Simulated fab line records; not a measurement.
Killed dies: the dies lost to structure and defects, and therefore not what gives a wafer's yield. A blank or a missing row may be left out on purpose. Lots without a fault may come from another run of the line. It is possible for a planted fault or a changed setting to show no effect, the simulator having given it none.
What tool caused it? || flow nand harc || 11 lots, 33 wafers sampled, at 5 steps of a route of 1159

## WHAT EACH GAUGE READ, for each wafer
NHARC_END_SORT_01. Usual: killed at array 27, standard deviation 8; killed at other 0.8, standard deviation 1.2; killed at periphery 3.3, standard deviation 2.3; killed dies 31, standard deviation 8.8; killed open 3.2, standard deviation 2.1; killed short 2.1, standard deviation 1.4.
{"lot": "L931", "measured": "day 20 14:07", "on": "prober-01", "killed at array": "24 28 24", "killed at other": "1 0 0", "killed at periphery": "2 4 3", "killed dies": "27 32 27", "killed open": "3 0 6", "killed short": "2 6 5", "flag": ""}
{"lot": "L933", "measured": "day 19 21:44", "on": "prober-02", "killed at array": "28 29 17", "killed at other": "1 0 0", "killed at periphery": "0 2 1", "killed dies": "29 31 18", "killed open": "3 4 7", "killed short": "2 3 1", "flag": ""}
{"lot": "L935", "measured": "day 21 03:25", "on": "prober-01", "killed at array": "24 25 25", "killed at other": "1 3 1", "killed at periphery": "1 2 2", "killed dies": "26 30 28", "killed open": "3 2 1", "killed short": "1 2 1", "flag": ""}
{"lot": "L936", "measured": "day 21 11:08", "on": "prober-01", "killed at array": "20 14 32", "killed at other": "0 0 0", "killed at periphery": "2 3 4", "killed dies": "22 17 36", "killed open": "0 1 3", "killed short": "4 3 4", "flag": ""}
{"lot": "L937", "measured": "day 21 21:49", "on": "prober-02", "killed at array": "33 30 32", "killed at other": "1 0 0", "killed at periphery": "4 7 4", "killed dies": "38 37 36", "killed open": "3 4 4", "killed short": "5 1 1", "flag": ""}
{"lot": "L939", "measured": "day 21 21:26", "on": "prober-01", "killed at array": "16 22 14", "killed at other": "0 0 1", "killed at periphery": "1 2 4", "killed dies": "17 24 19", "killed open": "3 1 3", "killed short": "2 2 2", "flag": ""}
{"lot": "L945", "measured": "day 23 11:49", "on": "prober-01", "killed at array": "621 30 623", "killed at other": "2 3 1", "killed at periphery": "5 4 5", "killed dies": "628 37 629", "killed open": "0 3 0", "killed short": "1 2 1", "flag": "OFF"}
{"lot": "L949", "measured": "day 23 21:58", "on": "prober-01", "killed at array": "28 21 23", "killed at other": "0 0 0", "killed at periphery": "2 3 2", "killed dies": "30 24 25", "killed open": "1 6 4", "killed short": "3 3 1", "flag": ""}
{"lot": "L946", "measured": "day 24 05:50", "on": "prober-01", "killed at array": "28 622 29", "killed at other": "1 0 1", "killed at periphery": "1 2 2", "killed dies": "30 624 32", "killed open": "4 6 4", "killed short": "1 4 1", "flag": "OFF"}
{"lot": "L951", "measured": "day 24 18:07", "on": "prober-02", "killed at array": "32 32 24", "killed at other": "0 1 0", "killed at periphery": "0 1 6", "killed dies": "32 34 30", "killed open": "9 3 5", "killed short": "2 4 3", "flag": ""}
{"lot": "L952", "measured": "day 25 05:31", "on": "prober-02", "killed at array": "14 29 18", "killed at other": "0 3 0", "killed at periphery": "4 2 2", "killed dies": "18 34 20", "killed open": "3 2 2", "killed short": "0 3 4", "flag": ""}

## WHICH TOOL RAN EACH LOT (tool, then ch and the chambers of the sampled wafers, then the start)
{"lot": "L931", "NHARC_A_STAIRCASE_TRIM_22": "rie diel-13 ch 0,1,2, day 11 10:04", "NHARC_A_STAIRCASE_ETCH_25": "rie diel-13 ch 0,2, day 20 14:07 or earlier", "NHARC_A_STAIRCASE_TRIM_26": "rie diel-13 ch 1,2, day 20 14:07 or earlier", "NHARC_A_STAIRCASE_ETCH_27": "rie diel-13 ch 0,1, day 20 14:07 or earlier"}
{"lot": "L933", "NHARC_A_STAIRCASE_TRIM_22": "rie diel-13 ch 2,3, day 11 12:41", "NHARC_A_STAIRCASE_ETCH_25": "rie diel-13 ch 1,2,3, day 19 21:44 or earlier", "NHARC_A_STAIRCASE_TRIM_26": "rie diel-13 ch 1,2,3, day 19 21:44 or earlier", "NHARC_A_STAIRCASE_ETCH_27": "rie diel-13 ch 0,1,2, day 19 21:44 or earlier"}
{"lot": "L935", "NHARC_A_STAIRCASE_TRIM_22": "rie diel-10 ch 0,1, day 12 13:43", "NHARC_A_STAIRCASE_ETCH_25": "rie diel-10 ch 1,2, day 21 03:25 or earlier", "NHARC_A_STAIRCASE_TRIM_26": "rie diel-10 ch 0,2,3, day 21 03:25 or earlier", "NHARC_A_STAIRCASE_ETCH_27": "rie diel-10 ch 0,2,3, day 21 03:25 or earlier"}
{"lot": "L936", "NHARC_A_STAIRCASE_TRIM_22": "rie diel-10 ch 0,1, day 12 22:02", "NHARC_A_STAIRCASE_ETCH_25": "rie diel-10 ch 1,3, day 21 11:08 or earlier", "NHARC_A_STAIRCASE_TRIM_26": "rie diel-10 ch 1,2, day 21 11:08 or earlier", "NHARC_A_STAIRCASE_ETCH_27": "rie diel-10 ch 0,1,2, day 21 11:08 or earlier"}
{"lot": "L937", "NHARC_A_STAIRCASE_TRIM_22": "rie diel-09 ch 1,3, day 12 22:23", "NHARC_A_STAIRCASE_ETCH_25": "rie diel-09 ch 0,3, day 21 21:49 or earlier", "NHARC_A_STAIRCASE_TRIM_26": "rie diel-09 ch 0,1,3, day 21 21:49 or earlier", "NHARC_A_STAIRCASE_ETCH_27": "rie diel-09 ch 0,1, day 21 21:49 or earlier"}
{"lot": "L939", "NHARC_A_STAIRCASE_TRIM_22": "rie diel-13 ch 0,2, day 13 05:02", "NHARC_A_STAIRCASE_ETCH_25": "rie diel-13 ch 1,2, day 21 21:26 or earlier", "NHARC_A_STAIRCASE_TRIM_26": "rie diel-13 ch 1,2,3, day 21 21:26 or earlier", "NHARC_A_STAIRCASE_ETCH_27": "rie diel-13 ch 1,3, day 21 21:26 or earlier"}
{"lot": "L945", "NHARC_A_STAIRCASE_TRIM_22": "rie diel-13 ch 0,2, day 14 18:20", "NHARC_A_STAIRCASE_ETCH_25": "rie diel-13 ch 0,3, day 23 11:49 or earlier", "NHARC_A_STAIRCASE_TRIM_26": "rie diel-13 ch 0,1,3, day 23 11:49 or earlier", "NHARC_A_STAIRCASE_ETCH_27": "rie diel-13 ch 0,2,3, day 23 11:49 or earlier"}
{"lot": "L949", "NHARC_A_STAIRCASE_TRIM_22": "rie diel-10 ch 0,1,2, day 15 07:50", "NHARC_A_STAIRCASE_ETCH_25": "rie diel-10 ch 0,1,3, day 23 21:58 or earlier", "NHARC_A_STAIRCASE_TRIM_26": "rie diel-10 ch 0,1,3, day 23 21:58 or earlier", "NHARC_A_STAIRCASE_ETCH_27": "rie diel-10 ch 1,2,3, day 23 21:58 or earlier"}
{"lot": "L946", "NHARC_A_STAIRCASE_TRIM_22": "rie diel-13 ch 0,1, day 15 12:46", "NHARC_A_STAIRCASE_ETCH_25": "rie diel-13 ch 0,1, day 24 05:50 or earlier", "NHARC_A_STAIRCASE_TRIM_26": "rie diel-13 ch 0,1,2, day 24 05:50 or earlier", "NHARC_A_STAIRCASE_ETCH_27": "rie diel-13 ch 0,2, day 24 05:50 or earlier"}
{"lot": "L951", "NHARC_A_STAIRCASE_TRIM_22": "rie diel-09 ch 2,3, day 15 23:42", "NHARC_A_STAIRCASE_ETCH_25": "rie diel-09 ch 0,1,2, day 24 18:07 or earlier", "NHARC_A_STAIRCASE_TRIM_26": "rie diel-09 ch 1,2, day 24 18:07 or earlier", "NHARC_A_STAIRCASE_ETCH_27": "rie diel-09 ch 0,3, day 24 18:07 or earlier"}
{"lot": "L952", "NHARC_A_STAIRCASE_TRIM_22": "rie diel-09 ch 0,2,3, day 16 20:58", "NHARC_A_STAIRCASE_ETCH_25": "rie diel-09 ch 0,3, day 25 05:31 or earlier", "NHARC_A_STAIRCASE_TRIM_26": "rie diel-09 ch 1,2, day 25 05:31 or earlier", "NHARC_A_STAIRCASE_ETCH_27": "rie diel-09 ch 1,3, day 25 05:31 or earlier"}
- NHARC_A_STAIRCASE_TRIM_22: chemistry O2, time 211.2 s.
- NHARC_A_STAIRCASE_ETCH_25: etches the open film in C4F8/O2, target depth 100 nm, time 40.5 s.
- NHARC_A_STAIRCASE_TRIM_26: chemistry O2, time 211.2 s.
- NHARC_A_STAIRCASE_ETCH_27: etches the open film in C4F8/O2, target depth 100 nm, time 40.5 s.

## WHAT THE TOOLS THEMSELVES READ (means of the sampled wafers that have a number; where no wafer has one, the mark that the record gives instead)
NHARC_A_STAIRCASE_TRIM_22. Usual: chamber pressure mTorr 60.00 mTorr, standard deviation 0.055; drypump motor current A 6.0 A, standard deviation 0.48; oes product au 1.000 a.u., standard deviation 0.0087; rf vpp V 57.7 V, standard deviation 0.85; showerhead plenum p Torr 3.45 Torr, standard deviation 0.1; throttle valve pct 17.037 %, standard deviation 0.0095.
{"lot": "L931", "tool": "rie diel-13", "chamber pressure mTorr (mTorr)": 59.95, "drypump motor current A (A)": 6.1, "oes product au (a.u.)": 1.004, "rf vpp V (V)": 57.8, "showerhead plenum p Torr (Torr)": 3.47, "throttle valve pct (%)": 17.038, "flag": ""}
{"lot": "L933", "tool": "rie diel-13", "chamber pressure mTorr (mTorr)": 60.03, "drypump motor current A (A)": 6.1, "oes product au (a.u.)": 1.011, "rf vpp V (V)": 57.5, "showerhead plenum p Torr (Torr)": 3.44, "throttle valve pct (%)": 17.037, "flag": ""}
{"lot": "L935", "tool": "rie diel-10", "chamber pressure mTorr (mTorr)": 59.99, "drypump motor current A (A)": 5.5, "oes product au (a.u.)": 0.997, "rf vpp V (V)": 57.9, "showerhead plenum p Torr (Torr)": 3.59, "throttle valve pct (%)": 17.036, "flag": ""}
{"lot": "L936", "tool": "rie diel-10", "chamber pressure mTorr (mTorr)": 59.98, "drypump motor current A (A)": 5.6, "oes product au (a.u.)": 1.006, "rf vpp V (V)": 57.6, "showerhead plenum p Torr (Torr)": 3.50, "throttle valve pct (%)": 17.038, "flag": ""}
{"lot": "L937", "tool": "rie diel-09", "chamber pressure mTorr (mTorr)": 60.03, "drypump motor current A (A)": 6.3, "oes product au (a.u.)": 1.004, "rf vpp V (V)": 56.8, "showerhead plenum p Torr (Torr)": 3.38, "throttle valve pct (%)": 17.029, "flag": ""}
{"lot": "L939", "tool": "rie diel-13", "chamber pressure mTorr (mTorr)": 59.97, "drypump motor current A (A)": 5.8, "oes product au (a.u.)": 1.006, "rf vpp V (V)": 57.2, "showerhead plenum p Torr (Torr)": 3.47, "throttle valve pct (%)": 17.036, "flag": ""}
{"lot": "L945", "tool": "rie diel-13", "chamber pressure mTorr (mTorr)": 59.99, "drypump motor current A (A)": 5.8, "oes product au (a.u.)": 0.846, "rf vpp V (V)": 57.2, "showerhead plenum p Torr (Torr)": 3.46, "throttle valve pct (%)": 17.041, "flag": "OFF"}
{"lot": "L949", "tool": "rie diel-10", "chamber pressure mTorr (mTorr)": 60.02, "drypump motor current A (A)": 5.4, "oes product au (a.u.)": 0.990, "rf vpp V (V)": 57.8, "showerhead plenum p Torr (Torr)": 3.49, "throttle valve pct (%)": 17.039, "flag": ""}
{"lot": "L946", "tool": "rie diel-13", "chamber pressure mTorr (mTorr)": 60.02, "drypump motor current A (A)": 6.4, "oes product au (a.u.)": 0.917, "rf vpp V (V)": 58.3, "showerhead plenum p Torr (Torr)": 3.49, "throttle valve pct (%)": 17.039, "flag": "OFF"}
{"lot": "L951", "tool": "rie diel-09", "chamber pressure mTorr (mTorr)": 59.97, "drypump motor current A (A)": 6.6, "oes product au (a.u.)": 0.989, "rf vpp V (V)": 57.0, "showerhead plenum p Torr (Torr)": 3.33, "throttle valve pct (%)": 17.036, "flag": ""}
{"lot": "L952", "tool": "rie diel-09", "chamber pressure mTorr (mTorr)": 60.01, "drypump motor current A (A)": 6.3, "oes product au (a.u.)": 0.988, "rf vpp V (V)": 58.2, "showerhead plenum p Torr (Torr)": 3.40, "throttle valve pct (%)": 17.024, "flag": ""}

NHARC_A_STAIRCASE_ETCH_25. Usual: chamber pressure mTorr 24.998 mTorr, standard deviation 0.024; oes product au 0.942 a.u., standard deviation 0.011; rf vpp V 893 V, standard deviation 3.8.
{"lot": "L931", "tool": "rie diel-13", "chamber pressure mTorr (mTorr)": 24.996, "oes product au (a.u.)": 0.944, "rf vpp V (V)": 894, "flag": ""}
{"lot": "L933", "tool": "rie diel-13", "chamber pressure mTorr (mTorr)": 25.007, "oes product au (a.u.)": 0.954, "rf vpp V (V)": 894, "flag": ""}
{"lot": "L935", "tool": "rie diel-10", "chamber pressure mTorr (mTorr)": 24.983, "oes product au (a.u.)": 0.947, "rf vpp V (V)": 899, "flag": ""}
{"lot": "L936", "tool": "rie diel-10", "chamber pressure mTorr (mTorr)": 24.997, "oes product au (a.u.)": 0.938, "rf vpp V (V)": 897, "flag": ""}
{"lot": "L937", "tool": "rie diel-09", "chamber pressure mTorr (mTorr)": 24.989, "oes product au (a.u.)": 0.946, "rf vpp V (V)": 894, "flag": ""}
{"lot": "L939", "tool": "rie diel-13", "chamber pressure mTorr (mTorr)": 24.969, "oes product au (a.u.)": 0.938, "rf vpp V (V)": 892, "flag": ""}
{"lot": "L945", "tool": "rie diel-13", "chamber pressure mTorr (mTorr)": 25.015, "oes product au (a.u.)": 0.963, "rf vpp V (V)": 895, "flag": ""}
{"lot": "L949", "tool": "rie diel-10", "chamber pressure mTorr (mTorr)": 24.999, "oes product au (a.u.)": 0.938, "rf vpp V (V)": 895, "flag": ""}
{"lot": "L946", "tool": "rie diel-13", "chamber pressure mTorr (mTorr)": 24.995, "oes product au (a.u.)": 0.948, "rf vpp V (V)": 895, "flag": ""}
{"lot": "L951", "tool": "rie diel-09", "chamber pressure mTorr (mTorr)": 24.977, "oes product au (a.u.)": 0.930, "rf vpp V (V)": 891, "flag": ""}
{"lot": "L952", "tool": "rie diel-09", "chamber pressure mTorr (mTorr)": 25.017, "oes product au (a.u.)": 0.938, "rf vpp V (V)": 894, "flag": ""}

NHARC_A_STAIRCASE_TRIM_26. Usual: chamber pressure mTorr 60.00 mTorr, standard deviation 0.051; drypump motor current A 6.0 A, standard deviation 0.46; oes product au 0.999 a.u., standard deviation 0.0094; rf vpp V 57.5 V, standard deviation 0.93; showerhead plenum p Torr 3.45 Torr, standard deviation 0.097; throttle valve pct 17.037 %, standard deviation 0.0092.
{"lot": "L931", "tool": "rie diel-13", "chamber pressure mTorr (mTorr)": 59.96, "drypump motor current A (A)": 6.4, "oes product au (a.u.)": 1.008, "rf vpp V (V)": 57.7, "showerhead plenum p Torr (Torr)": 3.45, "throttle valve pct (%)": 17.045, "flag": ""}
{"lot": "L933", "tool": "rie diel-13", "chamber pressure mTorr (mTorr)": 59.97, "drypump motor current A (A)": 6.3, "oes product au (a.u.)": 1.006, "rf vpp V (V)": 57.6, "showerhead plenum p Torr (Torr)": 3.44, "throttle valve pct (%)": 17.044, "flag": ""}
{"lot": "L935", "tool": "rie diel-10", "chamber pressure mTorr (mTorr)": 59.92, "drypump motor current A (A)": 5.5, "oes product au (a.u.)": 1.000, "rf vpp V (V)": 57.7, "showerhead plenum p Torr (Torr)": 3.44, "throttle valve pct (%)": 17.030, "flag": ""}
{"lot": "L936", "tool": "rie diel-10", "chamber pressure mTorr (mTorr)": 59.98, "drypump motor current A (A)": 5.3, "oes product au (a.u.)": 0.995, "rf vpp V (V)": 57.8, "showerhead plenum p Torr (Torr)": 3.59, "throttle valve pct (%)": 17.033, "flag": ""}
{"lot": "L937", "tool": "rie diel-09", "chamber pressure mTorr (mTorr)": 59.98, "drypump motor current A (A)": 6.1, "oes product au (a.u.)": 1.004, "rf vpp V (V)": 57.5, "showerhead plenum p Torr (Torr)": 3.43, "throttle valve pct (%)": 17.037, "flag": ""}
{"lot": "L939", "tool": "rie diel-13", "chamber pressure mTorr (mTorr)": 59.92, "drypump motor current A (A)": 6.2, "oes product au (a.u.)": 0.992, "rf vpp V (V)": 57.8, "showerhead plenum p Torr (Torr)": 3.44, "throttle valve pct (%)": 17.027, "flag": ""}
{"lot": "L945", "tool": "rie diel-13", "chamber pressure mTorr (mTorr)": 60.02, "drypump motor current A (A)": 6.2, "oes product au (a.u.)": 0.999, "rf vpp V (V)": 57.8, "showerhead plenum p Torr (Torr)": 3.49, "throttle valve pct (%)": 17.042, "flag": ""}
{"lot": "L949", "tool": "rie diel-10", "chamber pressure mTorr (mTorr)": 60.02, "drypump motor current A (A)": 5.6, "oes product au (a.u.)": 0.989, "rf vpp V (V)": 57.6, "showerhead plenum p Torr (Torr)": 3.52, "throttle valve pct (%)": 17.039, "flag": ""}
{"lot": "L946", "tool": "rie diel-13", "chamber pressure mTorr (mTorr)": 59.98, "drypump motor current A (A)": 6.1, "oes product au (a.u.)": 1.009, "rf vpp V (V)": 57.1, "showerhead plenum p Torr (Torr)": 3.45, "throttle valve pct (%)": 17.038, "flag": ""}
{"lot": "L951", "tool": "rie diel-09", "chamber pressure mTorr (mTorr)": 60.04, "drypump motor current A (A)": 6.4, "oes product au (a.u.)": 1.000, "rf vpp V (V)": 57.8, "showerhead plenum p Torr (Torr)": 3.35, "throttle valve pct (%)": 17.038, "flag": ""}
{"lot": "L952", "tool": "rie diel-09", "chamber pressure mTorr (mTorr)": 60.03, "drypump motor current A (A)": 6.4, "oes product au (a.u.)": 0.993, "rf vpp V (V)": 56.3, "showerhead plenum p Torr (Torr)": 3.35, "throttle valve pct (%)": 17.038, "flag": ""}

NHARC_A_STAIRCASE_ETCH_27. Usual: chamber pressure mTorr 24.998 mTorr, standard deviation 0.024; oes product au 0.940 a.u., standard deviation 0.011; rf vpp V 893 V, standard deviation 3.8.
{"lot": "L931", "tool": "rie diel-13", "chamber pressure mTorr (mTorr)": 24.994, "oes product au (a.u.)": 0.943, "rf vpp V (V)": 895, "flag": ""}
{"lot": "L933", "tool": "rie diel-13", "chamber pressure mTorr (mTorr)": 24.977, "oes product au (a.u.)": 0.962, "rf vpp V (V)": 893, "flag": ""}
{"lot": "L935", "tool": "rie diel-10", "chamber pressure mTorr (mTorr)": 24.983, "oes product au (a.u.)": 0.939, "rf vpp V (V)": 893, "flag": ""}
{"lot": "L936", "tool": "rie diel-10", "chamber pressure mTorr (mTorr)": 25.002, "oes product au (a.u.)": 0.929, "rf vpp V (V)": 895, "flag": ""}
{"lot": "L937", "tool": "rie diel-09", "chamber pressure mTorr (mTorr)": 25.009, "oes product au (a.u.)": 0.944, "rf vpp V (V)": 893, "flag": ""}
{"lot": "L939", "tool": "rie diel-13", "chamber pressure mTorr (mTorr)": 24.998, "oes product au (a.u.)": 0.934, "rf vpp V (V)": 894, "flag": ""}
{"lot": "L945", "tool": "rie diel-13", "chamber pressure mTorr (mTorr)": 24.981, "oes product au (a.u.)": 0.952, "rf vpp V (V)": 893, "flag": ""}
{"lot": "L949", "tool": "rie diel-10", "chamber pressure mTorr (mTorr)": 24.991, "oes product au (a.u.)": 0.932, "rf vpp V (V)": 895, "flag": ""}
{"lot": "L946", "tool": "rie diel-13", "chamber pressure mTorr (mTorr)": 24.990, "oes product au (a.u.)": 0.938, "rf vpp V (V)": 891, "flag": ""}
{"lot": "L951", "tool": "rie diel-09", "chamber pressure mTorr (mTorr)": 24.987, "oes product au (a.u.)": 0.936, "rf vpp V (V)": 891, "flag": ""}
{"lot": "L952", "tool": "rie diel-09", "chamber pressure mTorr (mTorr)": 25.006, "oes product au (a.u.)": 0.948, "rf vpp V (V)": 888, "flag": ""}

## THE ANSWER, worked out from the rows above alone
Rule: lot off if the mean of its wafers having a number is beyond 3 standard deviations from the usual mean. Also off: a lot with no number at a reading for which 4 or more lots have one. Where the step has rows for the other lots, those lots are counted as sound. Order of review: gauges by route order, followed by the tools' own readings, for which a lot's mean as printed above is used. The first step at which some lot is off is used, and at that step the reading that is off furthest; a lot without a number counts as furthest.
Off at NHARC_END_SORT_01 (killed at array): L945, L946.
If a tool, at a process step before that reading, ran all the lots that are off and no sound lot after the first of them, it fits. Not tried: the gauges at NHARC_END_SORT_01; whatever is off there is also off at NHARC_A_STAIRCASE_TRIM_22, on other tools, and gauge error can't account for it. With no start given for some of its lots, NHARC_A_STAIRCASE_ETCH_25 uses the hours and lot order of NHARC_END_SORT_01. With no start given for some of its lots, NHARC_A_STAIRCASE_TRIM_26 uses the hours and lot order of NHARC_END_SORT_01. With no start given for some of its lots, NHARC_A_STAIRCASE_ETCH_27 uses the hours and lot order of NHARC_END_SORT_01. One fits: rie diel-13 at NHARC_A_STAIRCASE_TRIM_22 and NHARC_A_STAIRCASE_ETCH_25 and NHARC_A_STAIRCASE_TRIM_26 and NHARC_A_STAIRCASE_ETCH_27. At NHARC_A_STAIRCASE_TRIM_22 its last sound lot is L939 (day 13 05:02), its first lot that is off L945 (day 14 18:20): a fault that began between those two fits.
The tool's own readings at NHARC_A_STAIRCASE_TRIM_22 bear it out: on the lots that are off they differ by more than 5 times the standard deviation of the sound lots' means. oes product au reads 0.881 a.u. there against 0.999 a.u. on the sound lots.

## WHAT HAD BEEN PUT IN BY THE SIMULATOR
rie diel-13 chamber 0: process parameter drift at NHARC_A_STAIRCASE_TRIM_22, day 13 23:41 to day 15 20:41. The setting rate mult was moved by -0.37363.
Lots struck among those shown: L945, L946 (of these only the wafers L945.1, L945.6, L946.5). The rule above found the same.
